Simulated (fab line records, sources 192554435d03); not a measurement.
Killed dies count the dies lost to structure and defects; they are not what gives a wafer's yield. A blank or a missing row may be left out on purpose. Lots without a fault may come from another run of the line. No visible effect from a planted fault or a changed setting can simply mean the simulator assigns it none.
Chamber matching -- flow n5_finfet -- N5_BEOL_M1_ETCH_70 on rie_diel-01 has 4 sister chambers
The step etches SOC in N2/H2, target depth 80 nm, overetch 16 nm, time 120 s. 4 wafers are shown with their chamber, then 10 later ones without.

## WAFERS PAIRED WITH THEIR CHAMBERS
wafer,chamber,showerhead_plenum_p_Torr (Torr)
L084.2,0,2.56
L087.2,1,2.57
L088.1,2,2.47
L088.3,3,2.61

## WAFERS MISSING THEIR CHAMBER
wafer,showerhead_plenum_p_Torr (Torr)
L088.4,2.57
L090.2,2.55
L090.5,2.55
L090.6,2.61
L095.1,2.46
L095.2,2.60
L095.4,2.56
L094.1,2.56
L094.2,2.55
L094.6,2.60

## EACH ONE'S CHAMBER
wafer,from the rows above,in truth
L088.4,can't be placed: 1 or 0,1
L090.2,can't be placed: 0 or 1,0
L090.5,can't be placed: 0 or 1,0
L090.6,3,3
L095.1,2,2
L095.2,3,3
L095.4,can't be placed: 0 or 1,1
L094.1,can't be placed: 0 or 1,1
L094.2,can't be placed: 0 or 1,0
L094.6,3,3
Correct placement for 4 of the 10. Can't be placed from these rows: 6 (the true chamber is among the candidates in 6). Placed wrongly: 0.
How it was worked out, from the rows above alone: a wafer's distance from a chamber is the root of the sum, over the readings, of the square of ((its reading less the chamber's mean) divided by the reading's scatter). If the next closest chamber is less than 2 further off than the closest, the wafer can't be placed; otherwise it belongs to the closest. The mean given for a chamber averages the wafers shown for that chamber. The scatter (one wafer shown for each chamber): square how far every hidden wafer sits from the nearest shown wafer, average those squares and take the square root.
